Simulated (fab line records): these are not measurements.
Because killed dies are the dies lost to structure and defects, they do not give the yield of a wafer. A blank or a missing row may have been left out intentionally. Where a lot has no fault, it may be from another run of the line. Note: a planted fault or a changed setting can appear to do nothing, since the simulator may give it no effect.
Chamber matching | flow n5-finfet | rie-diel-06 running N5_BEOL_M5_ETCH_61: 3 sister chambers
The step etches SiARC in CF4, target depth 15.6 nm, time 26 s. 14 wafers are shown with their chamber, then 4 later ones without.

## WAFERS WITH THEIR CHAMBER
wafer  | chamber | drypump-motor-current-A (A) | showerhead-plenum-p-Torr (Torr) | etch-rf-on-time-s (s)
L076.1 | 3       | 5.2                         | 2.22                            | 26.1
L076.3 | 2       | 6.0                         | 2.21                            | 26.3
L076.4 | 2       | 5.9                         | 2.21                            | 26.5
L077.1 | 0       | 5.7                         | 2.19                            | 25.9
L077.2 | 3       | 5.2                         | 2.22                            | 26.3
L077.3 | 2       | 5.9                         | 2.21                            | 26.5
L077.4 | 2       | 5.9                         | 2.21                            | 26.5
L077.5 | 0       | 5.7                         | 2.19                            | 25.9
L077.6 | 3       | 5.2                         | 2.23                            | 26.2
L080.1 | 3       | 5.2                         | 2.22                            | 26.0
L080.3 | 0       | 5.7                         | 2.19                            | 25.8
L080.5 | 0       | 5.7                         | 2.19                            | 25.6
L093.2 | 2       | 5.9                         | 2.20                            | 26.4
L093.3 | 0       | 5.7                         | 2.18                            | 25.6

SIGNATURES, as means of the wafers listed above
reading                  | chamber 0 | chamber 2 | chamber 3 | scatter within a chamber
drypump-motor-current-A  | 5.700     | 5.920     | 5.200     | 0.027
showerhead-plenum-p-Torr | 2.1880    | 2.2080    | 2.2225    | 0.00462
etch-rf-on-time-s        | 25.760    | 26.440    | 26.150    | 0.126
Rule: for each reading, subtract the chamber's mean from the wafer's reading, divide by that reading's scatter and square the result; add these up over the readings and take the root, which gives the wafer's distance from the chamber. The wafer belongs to the nearest chamber; if the next one is less than 2 further off, it can't be placed. The scatter is the square root of a quotient: the sum, over the shown wafers, of each reading's squared deviation from its chamber's mean, divided by wafers minus chambers.

## WAFERS MISSING THEIR CHAMBER
wafer  | drypump-motor-current-A (A) | showerhead-plenum-p-Torr (Torr) | etch-rf-on-time-s (s)
L096.1 | 5.7                         | 2.18                            | 25.8
L096.6 | 5.9                         | 2.20                            | 26.8
L097.1 | 5.7                         | 2.18                            | 25.5
L097.3 | 6.0                         | 2.20                            | 26.2

## THE CHAMBER EACH PASSED THROUGH
wafer  | from the rows above | in truth
L096.1 | 0                   | 0
L096.6 | 2                   | 2
L097.1 | 0                   | 0
L097.3 | 2                   | 2
4 of 4 placed correctly. Number that these rows cannot place: 0. Placed wrongly: 0.
